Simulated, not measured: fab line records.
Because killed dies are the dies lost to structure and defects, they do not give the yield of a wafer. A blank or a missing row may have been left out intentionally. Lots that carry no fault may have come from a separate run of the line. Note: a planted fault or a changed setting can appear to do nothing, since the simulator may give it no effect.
fab line records	flow n5Finfet	part 1 of 2: steps 1 to 4 of 6
[record] lots = 21	wafers = 63	lastDay = 18
route steps=1938 shown FIN_SAQP@130 FIN_CUT@164 STI_FIN_REVEAL@204 DUMMY_GATE@237
lots untouched by any fault: they come from a run of this same line in which no faults occurred
startH: hours from the record's opening day to when the first of the lot's shown wafers began	waitH: time in hours since the lot's previous step	" repeats the value in the row above	L1.1+2: a single row standing in for several wafers	- no value, or no start was given	* or withheld: withheld	< > ~ a bound
route shown NAME@n: names a module that has steps shown in the file, with the first one's number in the route	usual: mean/standard deviation of fault-free wafers	same: alike in all rows	chamber/n: place in a boat	sites: each site's reading	_std_site: the standard deviation of these	_edge_site: inner sites' mean taken away from outer sites' mean	radiusMm: for every site, how far away it sits from the centre of the wafer	mask NAME#n: copy n	behind: the tool/chamber that last shaped the wafer	hold: what put the lot on hold/how long, in hours/how the hold closed	device: the n, p or np transistor that did not switch	end of line: tests run on the same wafers once the route is complete	step lacking rows: just its recipe	killed: dies lost to structure and defects at the first sort, not the wafer's yield	map: a wafer's dies, marking killed ones x, the rest . and places with no die _
set.NAME: the setting as run; set.NAME@STEP: as run at that earlier step	model.NAME: the simulator's own value behind a step, which no gauge read
route steps across a sampled set of lots; one table per step, one row per wafer
services: from which hour (startH, from the record's first day; less than 0 if before it) a tool's chamber was out of use, for how many hours, and why
[[steps]]
[step N5_FIN_SAQP_ETCH_65]
[recipe] chemistry = CF4	target = SiO2	targetDepthA = 40	ionEnergyEv = 350	timeS = 4.4	pressureMtorr = 10	icpW = 800	biasW = 400	cf4FlowSccm = 80
[usual] drypumpMotorCurrentA = 5.5/0.36	heBacksideLeakSccm = 2.8/0.42	oesProductAu = 1.007/0.016	throttleValvePct = 21.74/0.26
lot.wafer	tool	chamber	startH	waitH	drypumpMotorCurrentA	heBacksideLeakSccm	oesProductAu	rfHoursCounterH	throttleValvePct
L074.2	rieSi-06	2	24.23	0.1	5.7	2.4	1.012	24	21.70
L074.5	"	3	"	"	6.2	2.6	1.027	-	22.25
L074.6	"	0	"	"	5.1	2.9	0.995	-	21.85
L075.2	rieSi-03	1	29.79	0.1	5.5	2.4	1.007	176	21.87
L075.3	"	2	"	"	5.9	2.7	1.000	74	21.63
L075.5	"	1	"	"	5.5	2.3	1.014	-	21.86
L077.1	rieSi-03	3	42.04	0.1	5.1	3.0	1.021	175	22.06
L077.2	"	0	"	"	5.4	3.4	0.995	188	21.61
L077.5	"	0	"	"	5.3	3.1	1.001	-	21.59
L078.1	rieSi-06	1	48.03	0.1	5.2	2.6	0.990	12	21.39
L078.4	"	0	"	"	5.1	2.8	1.019	99	21.84
L078.6	"	1	"	"	5.2	2.6	0.989	-	21.41
L079.2	rieSi-06	0	55.01	0.1	5.1	3.0	1.016	99	21.84
L079.3	"	3	"	"	6.1	2.7	1.041	107	22.28
L079.4	"	1	"	"	5.2	2.5	0.992	12	21.42
L081.2	rieSi-03	0	67.17	0.1	5.4	3.3	0.992	189	21.62
L081.5	"	2	"	"	5.9	2.5	0.997	-	21.63
L081.6	"	1	"	"	5.5	2.7	1.006	-	21.86
L082.1	rieSi-03	1	72.89	0.1	5.5	2.6	0.997	177	21.85
L082.5	"	2	"	"	5.9	2.5	0.991	-	21.61
L082.6	"	3	"	"	5.1	3.0	1.004	-	22.06
L083.1	rieSi-03	2	79.28	0.1	5.9	2.7	1.007	75	21.63
L083.3	"	1	"	"	5.5	2.7	1.012	177	21.86
L083.4	"	0	"	"	5.4	3.0	1.001	189	21.61
L084.1	rieSi-06	1	84.79	0.1	5.2	2.5	0.996	12	21.42
L084.3	"	2	"	"	5.7	2.4	1.014	25	21.70
L084.6	"	0	"	"	5.1	3.0	1.005	-	21.84
L085.1	rieSi-03	1	93.32	0.1	5.5	2.4	1.003	178	21.87
L085.3	"	3	"	"	5.1	3.2	1.022	176	22.06
L085.6	"	0	"	"	5.4	5.6	0.993	-	21.63
L086.3	rieSi-03	0	97.22	0.1	5.4	3.2	0.998	189	21.62
L086.4	"	2	"	"	5.9	2.6	0.995	76	21.62
L086.5	"	1	"	"	5.5	2.6	1.009	-	21.87
L087.1	rieSi-03	2	104.97	0.1	5.9	2.6	0.994	76	21.64
L087.4	"	3	"	"	5.1	3.1	1.022	176	22.05
L087.5	"	2	"	"	5.9	2.6	0.998	-	21.62
L089.1	rieSi-01	0	114.92	0.1	6.1	2.8	0.993	3	21.37
L089.3	"	1	"	"	5.2	2.6	0.974	161	21.38
L089.5	"	0	"	"	6.1	2.8	1.008	-	21.38
L090.2	rieSi-06	2	120.21	0.1	5.7	2.5	1.030	25	21.71
L090.4	"	0	"	"	5.1	3.2	1.006	101	21.83
L090.6	"	2	"	"	5.7	2.4	1.028	-	21.70
L091.1	rieSi-01	3	127.01	0.1	5.3	3.3	1.025	145	22.01
L091.5	"	2	"	"	5.4	2.2	1.021	-	21.56
L091.6	"	1	"	"	5.2	2.6	0.964	-	21.37
L092.4	rieSi-01	1	132.92	0.1	5.2	2.5	0.973	161	21.37
L092.5	"	0	"	"	6.1	2.7	1.008	-	21.39
L092.6	"	3	"	"	5.3	3.3	1.023	-	22.00
L093.2	rieSi-01	1	139.69	0.1	5.1	2.8	0.977	162	21.39
L093.4	"	0	"	"	6.1	2.7	0.999	3	21.39
L093.5	"	1	"	"	5.2	2.6	0.975	-	21.40
L094.2	rieSi-01	3	145.28	0.1	5.3	3.3	1.030	145	21.99
L094.4	"	1	"	"	5.2	2.6	0.979	162	21.38
L094.6	"	2	"	"	5.3	2.4	1.038	-	21.55
L095.1	rieSi-06	1	149.96	0.1	5.2	2.6	0.995	13	21.43
L095.4	"	0	"	"	5.1	3.1	1.003	101	21.83
L095.5	"	0	"	"	5.1	2.8	1.004	-	21.82
L096.2	rieSi-01	0	155.97	0.1	6.1	2.6	1.005	4	21.39
L096.4	"	3	"	"	5.3	3.2	1.026	145	22.00
L096.6	"	0	"	"	6.1	2.7	0.999	-	21.38
L097.4	rieSi-06	1	162.86	0.1	5.2	2.6	0.990	14	21.44
L097.5	"	0	"	"	5.1	3.0	1.011	-	21.84
L097.6	"	1	"	"	5.1	2.5	0.992	-	21.41
[step N5_FIN_CUT_OVL_MEAS_09]
[recipe] pointsPerWafer = 522
[usual] FIN_CUT_OVL = 0.1/0.7
lot.wafer	tool	chamber	startH	waitH	FIN_CUT_OVL[nm]
L074.2	overlay-01	0	27.34	0.0	1.5
L074.5	"	0	"	"	0.9
L074.6	"	0	"	"	0.1
L075.2	overlay-02	0	32.35	0.0	0.9
L075.3	"	0	"	"	-0.7
L075.5	"	0	"	"	-0.5
L077.1	overlay-02	0	45.05	0.0	1.0
L077.2	"	0	"	"	0.0
L077.5	"	0	"	"	1.2
L078.1	overlay-02	0	50.46	0.0	0.9
L078.4	"	0	"	"	0.8
L078.6	"	0	"	"	0.5
L079.2	overlay-01	0	59.22	0.0	-0.3
L079.3	"	0	"	"	-0.1
L079.4	"	0	"	"	0.1
L081.2	overlay-01	0	69.69	0.0	0.8
L081.5	"	0	"	"	-0.2
L081.6	"	0	"	"	0.5
L082.1	overlay-02	0	75.40	0.0	-0.8
L082.5	"	0	"	"	-1.1
L082.6	"	0	"	"	-1.0
L083.1	overlay-01	0	81.72	0.0	0.8
L083.3	"	0	"	"	-0.1
L083.4	"	0	"	"	0.3
L084.1	overlay-01	0	87.26	0.0	1.5
L084.3	"	0	"	"	0.7
L084.6	"	0	"	"	1.1
L085.1	overlay-02	0	95.83	0.0	1.3
L085.3	"	0	"	"	1.3
L085.6	"	0	"	"	-1.1
L086.3	overlay-02	0	100.94	0.0	0.0
L086.4	"	0	"	"	0.1
L086.5	"	0	"	"	-0.2
L087.1	overlay-01	0	107.40	0.0	-0.6
L087.4	"	0	"	"	-0.7
L087.5	"	0	"	"	-0.3
L089.1	overlay-02	0	117.22	0.0	0.1
L089.3	"	0	"	"	-0.5
L089.5	"	0	"	"	0.9
L090.2	overlay-01	0	122.82	0.0	-1.0
L090.4	"	0	"	"	-1.0
L090.6	"	0	"	"	0.2
L091.1	overlay-01	0	129.48	0.0	0.4
L091.5	"	0	"	"	0.6
L091.6	"	0	"	"	-0.2
L092.4	overlay-01	0	135.59	0.0	-0.5
L092.5	"	0	"	"	0.1
L092.6	"	0	"	"	-0.2
L093.2	overlay-01	0	142.34	0.0	-0.3
L093.4	"	0	"	"	-0.5
L093.5	"	0	"	"	0.1
L094.2	overlay-02	0	147.82	0.0	-0.4
L094.4	"	0	"	"	0.0
L094.6	"	0	"	"	0.3
L095.1	overlay-02	0	152.37	0.0	0.0
L095.4	"	0	"	"	0.8
L095.5	"	0	"	"	1.0
L096.2	overlay-01	0	158.73	0.0	1.0
L096.4	"	0	"	"	1.3
L096.6	"	0	"	"	1.9
L097.4	overlay-02	0	165.19	0.0	-0.7
L097.5	"	0	"	"	-0.7
L097.6	"	0	"	"	-1.0
[step N5_FIN_CUT_CUT_ETCH_27]
[recipe] chemistry = CHF3/O2	target = SiO2	targetDepthA = 40	maskMaterial = SOC	overetchA = 20	timeS = 4.9	pressureMtorr = 30	sourceW = 650	biasW = 170	Ar_flow_sccm = 200	CHF3_flow_sccm = 50	O2_flow_sccm = 5	ionEnergyEv = 200
[usual] CHF3_flow_sccm = 49.98/0.16	O2_flow_sccm = 5.000/0.015	drypumpMotorCurrentA = 5.9/0.39	oesProductAu = 0.60/0.047	rfVppV = 523/7.7	showerheadPlenumPTorr = 2.44/0.066	throttleValvePct = 18.92/0.24
lot.wafer	tool	chamber	startH	waitH	CHF3_flow_sccm	O2_flow_sccm	drypumpMotorCurrentA	oesProductAu	rfHoursCounterH	rfVppV	showerheadPlenumPTorr	throttleValvePct
L074.2	rieDiel-06	1	27.91	0.0	49.86	4.980	5.3	0.63	98	513	2.45	18.89
L074.5	"	0	"	"	49.81	5.005	5.4	0.60	-	531	2.41	19.21
L074.6	"	1	"	"	50.08	4.970	5.3	0.63	-	512	2.45	18.89
L075.2	rieDiel-03	2	32.92	0.0	49.99	5.004	5.7	0.66	52	522	2.37	18.69
L075.3	"	0	"	"	49.85	5.025	6.2	0.58	186	533	2.49	19.12
L075.5	"	0	"	"	50.02	5.014	6.2	0.58	-	532	2.49	19.14
L077.1	rieDiel-06	3	45.62	0.0	49.98	5.020	6.0	0.59	161	511	2.31	19.07
L077.2	"	0	"	"	49.97	4.975	5.4	0.58	153	530	2.41	19.23
L077.5	"	3	"	"	50.11	5.012	6.0	0.59	-	512	2.31	19.06
L078.1	rieDiel-04	0	51.29	0.0	50.28	5.018	6.1	0.72	33	536	2.45	18.30
L078.4	"	2	"	"	49.86	4.999	6.5	0.56	197	529	2.48	19.08
L078.6	"	1	"	"	50.17	4.990	6.3	0.63	-	523	2.55	18.86
L079.2	rieDiel-03	0	59.78	0.0	49.81	5.017	6.2	0.57	192	532	2.49	19.12
L079.3	"	1	"	"	50.04	4.999	5.7	0.59	157	517	2.50	18.89
L079.4	"	2	"	"	50.18	4.996	5.7	0.67	57	522	2.37	18.70
L081.2	rieDiel-06	0	70.26	0.0	49.90	4.980	5.4	0.59	160	531	2.41	19.24
L081.5	"	3	"	"	50.01	4.981	5.9	0.58	-	511	2.31	19.09
L081.6	"	0	"	"	49.78	4.969	5.4	0.58	-	532	2.41	19.24
L082.1	rieDiel-04	1	75.97	0.0	50.25	5.005	6.3	0.62	113	523	2.54	18.88
L082.5	"	1	"	"	50.12	4.996	6.3	0.62	-	523	2.54	18.88
L082.6	"	0	"	"	50.22	4.990	6.1	0.71	-	538	2.44	18.29
L083.1	rieDiel-03	2	82.30	0.0	49.91	5.019	5.7	0.66	63	523	2.37	18.72
L083.3	"	0	"	"	50.02	4.988	6.2	0.57	198	531	2.49	19.13
L083.4	"	3	"	"	49.94	4.996	6.4	0.56	233	527	2.47	18.73
L084.1	rieDiel-04	0	87.84	0.0	49.94	5.004	6.1	0.71	39	539	2.44	18.28
L084.3	"	2	"	"	49.94	4.996	6.4	0.55	206	529	2.48	19.11
L084.6	"	1	"	"	49.71	5.014	6.3	0.61	-	522	2.54	18.87
L085.1	rieDiel-06	3	96.40	0.0	50.20	4.994	6.0	0.58	175	511	2.30	19.11
L085.3	"	1	"	"	49.95	5.011	5.3	0.61	116	512	2.44	18.92
L085.6	"	2	"	"	50.19	4.981	5.5	0.66	-	521	2.35	18.71
L086.3	rieDiel-03	2	101.50	0.0	50.20	4.996	5.7	0.65	65	522	2.37	18.71
L086.4	"	0	"	"	49.94	4.992	6.2	0.57	203	531	2.49	19.16
L086.5	"	2	"	"	50.07	4.992	5.7	0.66	-	521	2.37	18.72
L087.1	rieDiel-06	3	108.19	0.0	50.22	5.003	6.0	0.58	178	509	2.30	19.12
L087.4	"	0	"	"	50.02	5.017	5.4	0.58	171	530	2.41	19.26
L087.5	"	0	"	"	49.72	4.995	5.4	0.58	-	531	2.40	19.26
L089.1	rieDiel-06	0	117.80	0.0	49.92	4.993	5.4	0.58	174	530	2.40	19.26
L089.3	"	1	"	"	49.79	5.007	5.3	0.61	123	513	2.44	18.92
L089.5	"	0	"	"	50.04	4.974	5.4	0.58	-	533	2.40	19.25
L090.2	rieDiel-03	0	123.68	0.0	49.72	4.986	6.2	0.56	213	531	2.48	19.15
L090.4	"	3	"	"	50.02	4.994	6.3	0.55	-	526	2.47	18.75
L090.6	"	0	"	"	49.64	4.989	6.2	0.57	-	531	2.48	19.17
L091.1	rieDiel-04	0	130.06	0.0	49.94	5.026	6.1	0.70	50	539	2.44	18.31
L091.5	"	0	"	"	49.87	5.008	6.1	0.71	-	537	2.44	18.31
L091.6	"	3	"	"	50.18	5.002	5.3	0.60	-	523	2.50	19.12
L092.4	rieDiel-06	2	136.15	0.0	49.59	4.994	5.5	0.66	67	522	2.34	18.73
L092.5	"	2	"	"	49.96	4.993	5.5	0.65	-	520	2.34	18.72
L092.6	"	1	"	"	50.06	4.984	5.3	0.61	-	511	2.44	18.93
L093.2	rieDiel-03	1	142.91	0.0	49.81	5.002	5.7	0.56	187	517	2.49	18.91
L093.4	"	3	"	"	50.05	5.016	6.4	0.54	-	526	2.46	18.77
L093.5	"	0	"	"	49.88	4.998	6.2	0.56	-	532	2.48	19.17
L094.2	rieDiel-04	2	148.39	0.0	49.72	4.994	6.4	0.54	223	529	2.47	19.13
L094.4	"	1	"	"	49.95	4.990	6.3	0.61	133	523	2.54	18.91
L094.6	"	0	"	"	49.83	5.011	6.1	0.69	-	538	2.44	18.33
L095.1	rieDiel-03	3	152.95	0.0	50.17	4.978	6.3	0.55	259	525	2.46	18.76
L095.4	"	0	"	"	49.87	5.015	6.2	0.56	-	533	2.48	19.20
L095.5	"	3	"	"	49.76	5.007	6.3	0.55	-	526	2.46	18.76
L096.2	rieDiel-03	0	159.58	0.0	50.09	5.012	6.2	0.56	227	529	2.48	19.18
L096.4	"	3	"	"	49.98	4.996	6.4	0.54	-	526	2.46	18.78
L096.6	"	0	"	"	50.22	5.017	6.2	0.55	-	531	2.48	19.18
L097.4	rieDiel-03	1	165.77	0.0	50.16	5.005	5.8	0.56	-	517	2.49	18.94
L097.5	"	0	"	"	49.86	4.993	6.2	0.55	-	531	2.48	19.22
L097.6	"	3	"	"	49.86	5.023	6.3	0.54	-	526	2.46	18.80
[step N5_FIN_CUT_CUT_ETCH_15]
[recipe] chemistry = HBr/Cl2/O2	target = Si	targetDepthA = 1000	btTimeS = 10	maskMaterial = SOC	timeS = 42.4	ionEnergyEv = *	biasW = *	pressureMtorr = 10	icpW = 800	HBr_flow_sccm = 150	Cl2_flow_sccm = 80	O2_flow_sccm = 12
[usual] O2_flow_sccm = 11.99/0.037	drypumpMotorCurrentA = 5.8/0.44	heBacksideLeakSccm = 2.81/0.25	mfcCl2Sccm = 80.08/0.22	oesProductAu = 0.996/0.014	throttleValvePct = 37.30/0.29
[same] btTimeS = 10
lot.wafer	tool	chamber	startH	waitH	O2_flow_sccm	drypumpMotorCurrentA	heBacksideLeakSccm	mfcCl2Sccm	oesProductAu	rfHoursCounterH	throttleValvePct
L074.2	rieSi-04	0	28.05	0.1	12.02	5.0	3.00	80.17	0.996	139	37.18
L074.5	"	2	"	"	12.00	5.5	2.77	80.18	1.002	-	37.78
L074.6	"	1	"	"	11.96	5.3	2.99	79.88	0.991	-	37.07
L075.2	rieSi-05	1	33.07	0.1	12.03	5.7	3.17	80.06	1.019	90	37.35
L075.3	"	3	"	"	11.96	6.2	2.91	80.20	0.984	152	37.12
L075.5	"	2	"	"	12.03	6.5	2.63	80.30	0.995	-	37.70
L077.1	rieSi-05	3	45.77	0.1	12.02	6.2	3.05	80.35	0.975	152	37.14
L077.2	"	2	"	"	11.96	6.5	2.72	79.74	0.992	10	37.71
L077.5	"	3	"	"	11.97	6.2	2.95	80.36	0.983	-	37.13
L078.1	rieSi-05	0	51.44	0.1	12.00	5.6	2.56	80.16	0.985	3	37.21
L078.4	"	1	"	"	11.99	5.8	3.04	80.26	1.019	91	37.34
L078.6	"	3	"	"	11.95	6.2	2.70	79.93	0.980	-	37.11
L079.2	rieSi-05	1	59.94	0.1	11.92	5.7	2.81	80.08	1.012	91	37.33
L079.3	"	0	"	"	11.97	5.6	2.67	80.19	0.987	4	37.21
L079.4	"	2	"	"	11.95	6.5	2.61	80.18	1.004	11	37.72
L081.2	rieSi-04	2	70.41	0.1	11.99	5.5	2.71	80.55	1.011	172	37.78
L081.5	"	0	"	"	12.08	5.0	2.75	80.29	1.003	-	37.17
L081.6	"	1	"	"	11.99	5.4	2.75	80.12	0.989	-	37.06
L082.1	rieSi-05	3	76.12	0.1	12.00	6.2	4.58	80.02	0.980	153	37.12
L082.5	"	1	"	"	11.99	5.7	2.84	80.06	1.025	-	37.33
L082.6	"	2	"	"	12.02	6.5	2.60	79.98	1.000	-	37.70
L083.1	rieSi-05	1	82.45	0.1	12.03	5.8	3.11	80.00	1.019	91	37.35
L083.3	"	0	"	"	11.99	5.6	2.64	79.54	0.983	4	37.23
L083.4	"	3	"	"	12.04	6.2	3.06	79.93	0.981	153	37.13
L084.1	rieSi-02	2	87.99	0.1	11.94	5.6	2.40	80.31	1.000	165	36.80
L084.3	"	1	"	"	11.97	5.8	2.66	79.70	0.984	124	37.23
L084.6	"	3	"	"	12.02	6.0	3.04	80.15	0.993	-	37.58
L085.1	rieSi-05	1	96.55	0.1	12.01	5.7	2.97	79.69	1.023	91	37.34
L085.3	"	3	"	"	12.05	6.2	3.12	80.21	0.973	153	37.13
L085.6	"	2	"	"	11.94	6.5	2.59	80.09	0.987	-	37.71
L086.3	rieSi-05	3	101.65	0.0	12.03	6.2	2.98	80.07	0.975	153	37.13
L086.4	"	2	"	"	11.98	6.5	2.69	80.00	0.989	11	37.71
L086.5	"	3	"	"	11.96	6.2	2.80	80.47	0.980	-	37.13
L087.1	rieSi-02	1	108.34	0.1	12.03	5.9	2.56	79.98	0.977	125	37.25
L087.4	"	0	"	"	12.04	6.1	2.87	80.51	0.987	155	37.06
L087.5	"	1	"	"	12.01	5.9	2.65	80.05	0.978	-	37.24
L089.1	rieSi-04	1	117.95	0.1	11.98	5.4	2.99	80.18	0.997	53	37.09
L089.3	"	2	"	"	12.00	5.5	2.64	80.04	1.007	173	37.79
L089.5	"	0	"	"	12.03	5.0	2.85	80.45	0.994	-	37.19
L090.2	rieSi-05	2	123.83	0.1	11.95	6.5	2.67	79.49	0.994	12	37.72
L090.4	"	0	"	"	11.92	5.6	2.44	79.93	0.981	5	37.22
L090.6	"	2	"	"	11.98	6.5	2.60	80.03	0.997	-	37.70
L091.1	rieSi-02	0	130.21	0.1	11.95	6.1	2.91	80.36	0.983	155	37.05
L091.5	"	3	"	"	11.99	6.0	2.96	80.03	1.002	-	37.57
L091.6	"	2	"	"	11.94	5.6	2.37	80.28	1.000	-	36.81
L092.4	rieSi-04	1	136.30	0.0	11.95	5.4	3.21	80.33	0.988	53	37.07
L092.5	"	1	"	"	11.95	5.3	3.07	80.32	0.990	-	37.07
L092.6	"	2	"	"	11.92	5.5	2.63	79.79	1.015	-	37.80
L093.2	rieSi-05	1	143.05	0.1	12.01	5.7	3.01	79.89	1.027	92	37.35
L093.4	"	2	"	"	11.95	6.5	2.62	80.29	0.997	12	37.70
L093.5	"	1	"	"	11.98	5.8	2.96	80.02	1.022	-	37.33
L094.2	rieSi-04	0	148.54	0.1	11.99	5.0	2.87	79.79	1.005	141	37.16
L094.4	"	2	"	"	12.02	5.5	2.73	80.30	1.012	174	37.80
L094.6	"	3	"	"	11.97	6.0	2.83	79.98	1.016	-	36.92
L095.1	rieSi-04	1	153.10	0.1	12.04	5.4	2.83	80.29	0.996	54	37.09
L095.4	"	2	"	"	12.00	5.5	2.78	79.88	1.012	174	37.79
L095.5	"	1	"	"	11.97	5.4	2.60	80.41	0.990	-	37.08
L096.2	rieSi-04	0	159.73	0.1	11.98	5.0	2.97	80.50	0.999	141	37.17
L096.4	"	2	"	"	11.99	5.5	2.70	79.72	1.014	174	37.79
L096.6	"	3	"	"	12.03	6.0	2.94	80.18	1.003	-	36.91
L097.4	rieSi-04	2	165.90	0.0	11.95	5.5	2.77	80.04	1.002	174	37.78
L097.5	"	3	"	"	11.96	6.0	3.02	80.37	1.011	-	36.92
L097.6	"	0	"	"	12.02	5.0	3.11	80.04	0.998	-	37.17
